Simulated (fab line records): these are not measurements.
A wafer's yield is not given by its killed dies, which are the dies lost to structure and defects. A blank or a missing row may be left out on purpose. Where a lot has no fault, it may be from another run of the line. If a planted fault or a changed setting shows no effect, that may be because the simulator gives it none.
Comparing a struck lot with a sound one | flow nandHarc | 24 out of 1302 route steps
Sound: these wafers, L557.2, L557.5, L557.6. The struck wafers were L569.2, L569.4, L569.5. Last of all comes the cause.
Order at every step that has rows: each side's tool, ch and its chambers, its first start. Under that, the readings that differ: sound wafers | struck wafers | difference of the means | sigmas: that difference in standard deviations of wafers without a fault.
alike: a reading whose means differ by less than 2 such deviations, as well as words and numbers matching on both sides. not compared: withheld readings; readings where some wafer has no value; bounds like >300 that might hide an equal value; numbers whose values overlap and for which the record gives no deviation.
Wherever a step has rows on one side only, a row that says differs or no value, or a row with sigmas, the two part there. When numbers do not overlap yet have no deviation, they are printed without sigmas and do not part them. A reading that every wafer of one side lacks parts them only if that side has two wafers or more.

first, 1 step without rows for these wafers: NHARC_P_M0_SRD_25.
NHARC_P_M0_INSPECT_27:
  struck on defectInspect-02, day 11 02:34; sound on defectInspect-01, day 6 10:54
reading        | sound      | struck      | difference | sigmas
rawDefectCount | 212 231 93 | 494 315 450 | +241       | +3
NHARC_P_M0_PRE_CLEAN_31: time 12 s.
  sound on pecvd-03 ch 0,1,2, day 6 10:59; struck on pecvd-01 ch 0,2, day 11 02:39
  alike: heaterPowerW
NHARC_P_M0_DEP_32: deposits SiCN, target thk 30 nm.
  sound on pecvd-03 ch 0,1,2, day 6 11:05; struck on pecvd-01 ch 0,2, day 11 02:45
  alike: heaterPowerW
then, 7 steps without rows for these wafers: NHARC_P_M1_DEP_00 (deposits SiOC, target thk 182.5 nm); NHARC_P_M1_DEHYDRATE_01 (time 120 s); NHARC_P_M1_HMDS_02 (time 30 s); NHARC_P_M1_COAT_34 (time 65 s); NHARC_P_M1_COAT_03 (resist thk 90 nm); NHARC_P_M1_SOFTBAKE_04 (time 55 s); NHARC_P_M1_EBR_05.
NHARC_P_M1_EXPOSE_06: exposes mask P M1, target cd 130 nm.
  sound on arfiScanner-03 ch 0, day 6 12:10; struck on arfiScanner-03 ch 0, day 11 03:56
reading           | sound             | struck            | difference | sigmas
exposureDoseMJCm2 | 81.75 81.73 81.65 | 48.07 48.18 48.17 | -33.57     | -99 or more
  alike: mask
then, 2 steps without rows for these wafers: NHARC_P_M1_PEB_07 (peb time 65 s); NHARC_P_M1_DEVELOP_08 (develop time 35 s).
NHARC_P_M1_CD_MEAS_09 targets a cd of 130 nm.
  sound on cdSem-01 ch 0, day 6 12:17; struck on cdSem-02 ch 0, day 11 04:05
reading   | sound             | struck         | difference | sigmas
cdNm (nm) | 129.1 128.7 129.0 | 97.8 98.3 97.2 | -31.2      | -39
NHARC_P_M1_OVL_MEAS_10: pitch 260 nm.
  struck on overlay-02, day 11 04:10; sound on overlay-01, day 6 12:23
reading         | sound       | struck         | difference | sigmas
overlayXNm (nm) | 0.7 0.5 0.4 | -1.1 -1.0 -1.1 | -1.6       | -2
  alike: overlayYNm
NHARC_P_M1_INSPECT_11:
  struck on defectInspect-01, day 11 04:13; sound on defectInspect-01, day 6 12:25
  alike: rawDefectCount
NHARC_P_M1_DESCUM_14: chemistry O2, time 3 s.
  sound on rieDiel-13 ch 1,2, day 6 12:29; struck on rieDiel-13 ch 0,1,3, day 11 04:17
reading              | sound           | struck            | difference | sigmas
model.P_M1.cdNm (nm) | 129.8 129 129.2 | 98.34 98.55 97.14 | -31.32     | 
  alike: chamberPressureMTorr, drypumpMotorCurrentA, o2FlowSccm, oesProductAu, rfVppV, showerheadPlenumPTorr, throttleValvePct
  not compared: rfHoursCounterH
NHARC_P_M1_ETCH_35: etches the open film in N2/H2, target depth 40 nm, overetch 12 nm, time 43.94 s.
  sound on rieDiel-13 ch 1,2,3, day 6 12:36; struck on rieDiel-13 ch 0,2,3, day 11 04:22
  alike: chamberPressureMTorr, drypumpMotorCurrentA, oesProductAu, rfVppV, showerheadPlenumPTorr, throttleValvePct
  not compared: rfHoursCounterH
NHARC_P_M1_ETCH_15: etches the open film in C4F8/Ar, target depth 182.5 nm, time 91.2 s.
  sound: rieDiel-13 ch 1,3; struck: rieDiel-13 ch 0,1
  alike: chamberPressureMTorr, oesProductAu, rfVppV
  not compared: rfHoursCounterH
NHARC_P_M1_CD_MEAS_16:
  struck on cdSem-02, day 11 04:35; sound on cdSem-01, day 6 12:50
reading   | sound             | struck         | difference | sigmas
cdNm (nm) | 130.2 128.8 130.3 | 98.0 98.9 97.4 | -31.7      | -32
NHARC_P_M1_STRIP_18: strips in N2/H2.
  sound on rieDiel-01 ch 1,2,3, day 6 12:57; struck on rieDiel-01 ch 0,1,3, day 11 04:43
  alike: chamberPressureMTorr, drypumpMotorCurrentA, oesProductAu, rfVppV, showerheadPlenumPTorr, throttleValvePct
  not compared: rfHoursCounterH
NHARC_P_M1_ETCH_28: etches the open film in CF4/N2, target depth 30 nm, time 72.99 s.
  sound: rieDiel-01 ch 0,3; struck: rieDiel-01 ch 0,1,3
reading              | sound             | struck            | difference | sigmas
model.P_M1.cdNm (nm) | 130.6 129.5 131.1 | 97.93 99.74 96.89 | -32.21     | 
  alike: chamberPressureMTorr, drypumpMotorCurrentA, oesProductAu, rfVppV, showerheadPlenumPTorr, throttleValvePct
  not compared: rfHoursCounterH
then, 1 step without rows for these wafers: NHARC_P_M1_STRIP_19 (strips in post etch residue remover, time 600 s).

## WHERE THEY PART
First at NHARC_P_M0_INSPECT_27; last, within this record, at NHARC_P_M1_CD_MEAS_16. Later steps at which nothing parts them and some readings are alike: NHARC_P_M1_STRIP_18, NHARC_P_M1_ETCH_28.

WHY: what had been put in by the simulator
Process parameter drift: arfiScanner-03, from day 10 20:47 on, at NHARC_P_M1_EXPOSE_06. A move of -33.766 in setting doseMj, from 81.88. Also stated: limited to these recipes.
